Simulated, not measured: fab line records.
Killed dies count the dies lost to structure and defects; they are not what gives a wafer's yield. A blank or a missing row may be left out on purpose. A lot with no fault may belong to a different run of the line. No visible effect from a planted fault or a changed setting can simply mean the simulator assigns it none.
Matching of chambers + flow n5Finfet + pecvd-04 running N5_BEOL_M4_ILD_DEP_00: 3 sister chambers
The step deposits SiOC from DEMS/O2, target thk 79 nm, time 15.3 s. 3 wafers are shown with their chamber, then 12 later ones without.

WAFERS WITH THEIR CHAMBER
| wafer  | chamber | heaterPowerW (W) |
|--------|---------|------------------|
| L088.6 | 0       | 360              |
| L090.3 | 2       | 629              |
| L090.4 | 1       | 276              |

WAFERS WHOSE CHAMBER IS MISSING
| wafer  | heaterPowerW (W) |
|--------|------------------|
| L091.2 | 569              |
| L091.5 | 305              |
| L091.6 | 564              |
| L092.1 | 620              |
| L092.2 | 328              |
| L092.4 | 627              |
| L095.3 | 581              |
| L095.4 | 284              |
| L095.6 | 607              |
| L097.1 | 621              |
| L097.3 | 325              |
| L097.5 | 324              |

WHICH CHAMBER EACH WENT THROUGH
| wafer  | from the rows above     | in truth |
|--------|-------------------------|----------|
| L091.2 | 2                       | 2        |
| L091.5 | can't be placed: 1 or 0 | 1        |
| L091.6 | 2                       | 2        |
| L092.1 | 2                       | 2        |
| L092.2 | can't be placed: 0 or 1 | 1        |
| L092.4 | 2                       | 2        |
| L095.3 | 2                       | 2        |
| L095.4 | can't be placed: 1 or 0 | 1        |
| L095.6 | 2                       | 2        |
| L097.1 | 2                       | 2        |
| L097.3 | can't be placed: 0 or 1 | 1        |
| L097.5 | can't be placed: 0 or 1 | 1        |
Correctly placed: 7 of 12. From these rows, 5 cannot be placed; in 5 the true chamber is one of the candidates. 0 placed wrongly.
How it was worked out, from the rows above alone: a wafer's distance from a chamber is the root of the sum, over the readings, of the square of ((its reading less the chamber's mean) divided by the reading's scatter). If the next closest chamber is less than 2 further off than the closest, the wafer can't be placed; otherwise it belongs to the closest. For every chamber, the mean is computed from those of its wafers that are shown. The scatter (one wafer shown for each chamber): square how far every hidden wafer sits from the nearest shown wafer, average those squares and take the square root.
